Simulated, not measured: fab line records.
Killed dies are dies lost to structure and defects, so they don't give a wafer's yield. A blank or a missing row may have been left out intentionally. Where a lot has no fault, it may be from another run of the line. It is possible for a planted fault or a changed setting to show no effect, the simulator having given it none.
Which tool was responsible?    flow n5Finfet    Sampling: 8 lots, 24 wafers, 9 of 1938 route steps

## WHAT THE GAUGES READ, wafer by wafer
N5_BEOL_M4_RC_MEAS_101.
lot   measured      on         DIBL_N (mV/V)   DIBL_P (mV/V)   IOFF_N (nA/um)  IOFF_P (nA/um)  ION_N (uA/um)  ION_P (uA/um)  SS_N (mV/dec)   SS_P (mV/dec)   VT_N (mV)    VT_P (mV)
L770  day 8 14:59   prober-02  31.8 33.0 34.4  34.0 34.7 37.4  0.12 0.13 0.16  0.17 0.17 0.20  671 659 675    462 450 461    71.2 70.6 70.9  72.4 72.4 73.5  252 254 250  -250.3 -253.8 -249.8
L775  day 9 02:56   prober-01  32.9 36.0 31.2  33.3 36.4 31.0  0.11 0.15 0.10  0.17 0.21 0.14  671 682 672    465 468 465    70.6 70.7 69.7  72.2 73.5 72.0  253 249 257  -255.8 -247.8 -254.7
L780  day 10 13:52  prober-01  34.3 33.8 31.9  35.4 33.2 32.0  0.13 0.11 0.10  0.20 0.16 0.16  664 630 658    462 439 459    71.3 72.2 71.1  72.5 72.7 72.3  253 259 255  -249.4 -255.7 -251.8
L782  day 11 17:28  prober-01  38.3 39.4 38.6  36.8 37.8 37.5  0.19 0.24 0.21  0.25 0.27 0.27  684 693 680    464 465 462    71.7 72.8 72.3  74.4 74.5 74.3  245 243 247  -248.6 -247.5 -247.8
L784  day 11 17:46  prober-02  38.6 36.4 38.8  38.0 35.2 38.0  0.19 0.14 0.18  0.24 0.18 0.23  666 649 664    449 452 457    72.4 72.4 72.6  73.0 72.6 73.2  248 254 253  -249.1 -252.1 -249.6
L781  day 11 20:26  prober-02  36.6 37.1 34.2  37.2 38.2 34.3  0.17 0.18 0.12  0.23 0.26 0.18  676 684 663    463 472 460    71.1 71.7 70.6  73.9 74.3 72.4  250 246 255  -246.2 -246.0 -249.6
L791  day 13 09:34  prober-01  39.5 36.8 34.2  41.0 37.8 34.2  0.23 0.18 0.12  0.29 0.24 0.17  697 688 664    475 464 459    71.6 71.4 71.0  74.7 73.5 72.8  243 246 254  -246.4 -246.8 -250.7
L792  day 13 21:25  prober-01  38.1 37.5 37.7  41.2 39.5 39.4  0.24 0.21 0.21  0.30 0.26 0.26  691 684 661    474 467 449    72.1 71.8 72.3  73.9 74.3 74.0  243 248 247  -243.0 -246.6 -245.4

N5_BEOL_M5_INSPECT_30: inspects for defects (brightfield).
lot   measured      on                rawDefectCount
L770  day 8 21:31   defectInspect-02  588 415 482
L775  day 9 10:16   defectInspect-02  392 642 476
L780  day 10 18:48  defectInspect-02  474 551 585
L782  day 11 21:32  defectInspect-02  327 345 271
L784  day 11 21:46  defectInspect-02  695 573 752
L781  day 12 00:11  defectInspect-01  395 655 446
L791  day 13 14:57  defectInspect-01  491 465 528
L792  day 14 01:43  defectInspect-02  446 394 539

N5_BEOL_M5_OCD_MEAS_38.
lot   measured      on      trenchDepthNm (nm)
L770  day 8 21:58   ocd-01  71.5 71.1 69.7
L775  day 9 10:43   ocd-01  72.7 71.3 70.5
L780  day 10 19:27  ocd-02  70.0 71.9 69.7
L782  day 11 22:16  ocd-02  70.0 72.7 70.2
L784  day 11 22:32  ocd-02  3.3 73.2 2.5
L781  day 12 00:51  ocd-02  70.7 7.7 69.1
L791  day 13 15:25  ocd-02  72.4 71.0 72.4
L792  day 14 02:17  ocd-02  72.0 72.7 70.3

N5_BEOL_M5_CD_MEAS_35: target cd 28 nm, target cd y 24 nm.
lot   measured      on        cdNm (nm)
L770  day 8 22:07   cdSem-01  27.7 27.6 27.2
L775  day 9 10:53   cdSem-01  27.3 27.5 27.7
L780  day 10 19:36  cdSem-01  28.5 27.9 28.1
L782  day 11 22:25  cdSem-02  27.5 28.2 27.5
L784  day 11 22:41  cdSem-03  - 27.7 -
L781  day 12 01:01  cdSem-02  27.6 - 28.1
L791  day 13 15:34  cdSem-03  28.1 27.6 27.9
L792  day 14 02:26  cdSem-02  27.6 28.2 27.6

N5_BEOL_M5_THK_MEAS_53: measures by xrf.
lot   measured      on            M5_THK (nm)
L770  day 9 04:39   filmMetro-01  62.1 62.2 59.8
L775  day 9 20:16   filmMetro-02  64.8 62.8 62.6
L780  day 11 02:01  filmMetro-02  57.5 63.1 57.3
L782  day 12 05:27  filmMetro-02  61.7 63.5 62.2
L784  day 12 05:49  filmMetro-01  - 64.1 -
L781  day 12 10:38  filmMetro-02  61.2 - 62.7
L791  day 13 21:58  filmMetro-01  63.4 60.8 61.6
L792  day 14 13:16  filmMetro-01  61.3 63.9 62.3

## WHAT TOOL EACH LOT RAN ON (gives the tool, then ch and the chambers of the sampled wafers, and finally the start)
lot   N5_BEOL_M5_HM_OPEN_17             N5_BEOL_M5_VIA_ETCH_34             N5_BEOL_M5_STRIP_91                           N5_BEOL_M5_CURE_80
L770  rieMetal-01 ch 0,1, day 8 18:04   rieDiel-03 ch 0,1,2, day 8 21:43   rieDiel-03 ch 0,1,2, day 8 21:58 or earlier   uvCure-01 ch 2, day 8 22:13
L775  rieMetal-01 ch 1, day 9 06:35     rieDiel-04 ch 0,1, day 9 10:28     rieDiel-04 ch 0,1, day 9 10:43 or earlier     uvCure-02 ch 0, day 9 10:55
L780  rieMetal-03 ch 0,1, day 10 17:23  rieDiel-04 ch 1,2, day 10 19:13    rieDiel-04 ch 1,2, day 10 19:27 or earlier    uvCure-02 ch 1, day 10 19:39
L782  rieMetal-01 ch 0,1, day 11 20:08  rieDiel-03 ch 0,1,2, day 11 22:01  rieDiel-03 ch 0,1,2, day 11 22:16 or earlier  uvCure-03 ch 0, day 11 22:39
L784  rieMetal-01 ch 0, day 11 20:19    rieDiel-02 ch 0,1,3, day 11 22:17  rieDiel-02 ch 0,1,3, day 11 22:32 or earlier  uvCure-02 ch 1, day 11 22:46
L781  rieMetal-01 ch 0,1, day 11 23:12  rieDiel-04 ch 2,3, day 12 00:37    rieDiel-04 ch 2,3, day 12 00:51 or earlier    uvCure-01 ch 2, day 12 01:28
L791  rieMetal-02 ch 0,1, day 13 12:17  rieDiel-03 ch 0,1, day 13 15:10    rieDiel-03 ch 0,1, day 13 15:25 or earlier    uvCure-03 ch 2, day 13 15:45
L792  rieMetal-02 ch 0, day 14 00:47    rieDiel-03 ch 1,2,3, day 14 02:02  rieDiel-03 ch 1,2,3, day 14 02:17 or earlier  uvCure-03 ch 1, day 14 02:32
- N5_BEOL_M5_HM_OPEN_17: chemistry Cl2/BCl3, target TiN, target depth 20 nm, overetch 6 nm.
- N5_BEOL_M5_VIA_ETCH_34: etches SiCOH lowk in C4F6/O2, target depth 88.3 nm, time 39.2 s.
- N5_BEOL_M5_STRIP_91: strips in N2/H2, time 10 s.
- N5_BEOL_M5_CURE_80: cures SiCOH lowk, time 120 s.

## AS READ BY THE TOOLS THEMSELVES (means over the sampled wafers that have a number; for cases with no such wafer, the mark the record gives instead)
N5_BEOL_M5_HM_OPEN_17.
lot   tool         drypumpMotorCurrentA (A)  oesProductAu (a.u.)  throttleValvePct (%)
L770  rieMetal-01  6.3                       0.68                 21.87
L775  rieMetal-01  6.3                       0.72                 21.72
L780  rieMetal-03  6.0                       0.59                 22.25
L782  rieMetal-01  6.3                       0.65                 21.92
L784  rieMetal-01  6.2                       0.53                 22.34
L781  rieMetal-01  6.3                       0.63                 21.94
L791  rieMetal-02  5.9                       0.73                 22.17
L792  rieMetal-02  5.9                       0.80                 22.10

N5_BEOL_M5_VIA_ETCH_34.
lot   tool        drypumpMotorCurrentA (A)  oesProductAu (a.u.)  rfVppV (V)  showerheadPlenumPTorr (Torr)  throttleValvePct (%)
L770  rieDiel-03  5.7                       0.71                 674         2.86                          21.0
L775  rieDiel-04  5.7                       0.77                 655         2.66                          20.7
L780  rieDiel-04  5.2                       0.76                 672         2.81                          20.5
L782  rieDiel-03  5.7                       0.80                 673         2.85                          20.9
L784  rieDiel-02  6.3                       0.46                 663         2.87                          21.0
L781  rieDiel-04  5.5                       0.59                 668         2.83                          20.6
L791  rieDiel-03  5.9                       0.94                 674         2.87                          20.5
L792  rieDiel-03  5.9                       0.79                 672         2.85                          20.7

N5_BEOL_M5_STRIP_91.
lot   tool        drypumpMotorCurrentA (A)  oesProductAu (a.u.)  rfVppV (V)  showerheadPlenumPTorr (Torr)  tempC (C)  throttleValvePct (%)
L770  rieDiel-03  5.7                       0.71                 59.5        2.53                          40.06      23.7
L775  rieDiel-04  5.8                       0.77                 58.4        2.39                          39.89      23.6
L780  rieDiel-04  5.2                       0.76                 59.0        2.50                          39.94      23.4
L782  rieDiel-03  5.7                       0.79                 58.8        2.52                          39.91      23.6
L784  rieDiel-02  6.3                       0.74                 59.4        2.56                          40.08      23.8
L781  rieDiel-04  5.5                       0.72                 60.0        2.51                          40.05      23.5
L791  rieDiel-03  5.9                       0.93                 59.3        2.56                          40.03      23.2
L792  rieDiel-03  5.9                       0.79                 59.5        2.55                          39.98      23.5

N5_BEOL_M5_CURE_80.
lot   tool       lampPowerPct (%)  wafer_temp_C_max
L770  uvCure-01  52.33             371.0
L775  uvCure-02  52.36             371.8
L780  uvCure-02  52.30             371.4
L782  uvCure-03  52.26             372.2
L784  uvCure-02  52.34             371.8
L781  uvCure-01  52.33             370.8
L791  uvCure-03  52.30             371.6
L792  uvCure-03  52.27             371.6

## THE ANSWER, worked out from the rows above alone
Rule: the usual values come from the lots themselves. Put in order of their means at a reading, lots are off if they are a third of the lots or fewer, leave a main group of 4 or more, and stand apart from it by a gap of 3 or more times the standard deviation of the main group's means; of several such gaps the widest counts. The tables above print the reading to a certain number of digits; a main group whose means all agree to those digits is not used. A lot without any number at a reading at which 4 lots or more have one is off too. All remaining lots with rows at the step are treated as sound. Order of review: gauges by route order, followed by the tools' own readings, for which a lot's mean as printed above is used. At the first step where some lot is off, the reading lying furthest off is the one used; lots without a number count as furthest.
Off, at N5_BEOL_M5_OCD_MEAS_38 on trenchDepthNm: L784, L781. The main group has a mean of 71.2 nm with a standard deviation of 0.5.
A tool fits if, at a process step before that reading, it ran every lot that is off, and no sound lot after the first of them. Those tools and the gauges at N5_BEOL_M5_OCD_MEAS_38 are tried in the same way. With no start given for some of its lots, N5_BEOL_M5_STRIP_91 uses the hours and lot order of N5_BEOL_M5_OCD_MEAS_38. One fits: rieMetal-01 at N5_BEOL_M5_HM_OPEN_17. A fault onset in the window from L782 (day 11 20:08, its last sound lot) to L784 (day 11 20:19, its first lot off) fits.

## WHAT WAS PUT IN BY THE SIMULATOR
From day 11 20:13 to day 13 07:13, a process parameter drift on rieMetal-01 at N5_BEOL_M5_HM_OPEN_17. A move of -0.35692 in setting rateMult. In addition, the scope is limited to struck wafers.
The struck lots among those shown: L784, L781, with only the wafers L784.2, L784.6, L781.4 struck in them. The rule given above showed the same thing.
